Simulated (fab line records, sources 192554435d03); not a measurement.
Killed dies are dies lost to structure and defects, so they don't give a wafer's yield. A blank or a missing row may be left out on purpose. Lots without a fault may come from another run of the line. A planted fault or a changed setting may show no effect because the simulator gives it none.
Chamber matching | flow n5_finfet | N5_SDB_CMP_30 on cmp-04: 4 sister chambers
The step polishes, stops on poly-Si, t overpolish 1.54 s, target thk 30 nm. 8 wafers are shown with their chamber, then 9 later ones without.

WAFERS WITH THEIR CHAMBER
wafer  | chamber | motor_current_A (A) | time_to_endpoint_s (s)
L079.2 | 0       | 10.9                | 18.4
L081.1 | 2       | 12.7                | 14.4
L081.5 | 0       | 10.9                | 16.0
L085.2 | 2       | 13.3                | 13.3
L085.3 | 1       | 12.0                | 15.4
L087.1 | 3       | 12.1                | 16.2
L087.2 | 1       | 12.3                | 15.4
L087.5 | 3       | 10.5                | 16.8

WAFERS WITHOUT THEIR CHAMBER
wafer  | motor_current_A (A) | time_to_endpoint_s (s)
L092.1 | 11.4                | 16.6
L092.2 | 11.5                | 16.8
L092.5 | 11.6                | 18.1
L093.1 | 12.3                | 18.4
L093.3 | 11.6                | 16.3
L093.4 | 13.5                | 11.7
L097.2 | 11.8                | 17.0
L097.4 | 12.5                | 12.7
L097.5 | 11.2                | 20.9

WHICH CHAMBER EACH WENT THROUGH
wafer  | from the rows above          | in truth
L092.1 | can't be placed: 3 or 0 or 1 | 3
L092.2 | can't be placed: 3 or 0 or 1 | 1
L092.5 | can't be placed: 0 or 3 or 1 | 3
L093.1 | can't be placed: 3 or 0 or 1 | 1
L093.3 | can't be placed: 3 or 1 or 0 | 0
L093.4 | 2                            | 2
L097.2 | can't be placed: 3 or 0 or 1 | 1
L097.4 | can't be placed: 2 or 1      | 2
L097.5 | can't be placed: 0 or 3      | 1
Placed correctly: 1 of 9. Can't be placed from these rows: 8 (the true chamber is among the candidates in 7). Placed wrongly: 0.
How it was worked out, from the rows above alone: a wafer's distance from a chamber is the root of the sum, over the readings, of the square of ((its reading less the chamber's mean) divided by the reading's scatter). The wafer belongs to the nearest chamber; if the next one is less than 2 further off, it can't be placed. A chamber's mean is the mean of its shown wafers. The scatter: the root of (the sum of the squares of (reading less its chamber's mean) over the shown wafers, divided by (wafers less chambers)).
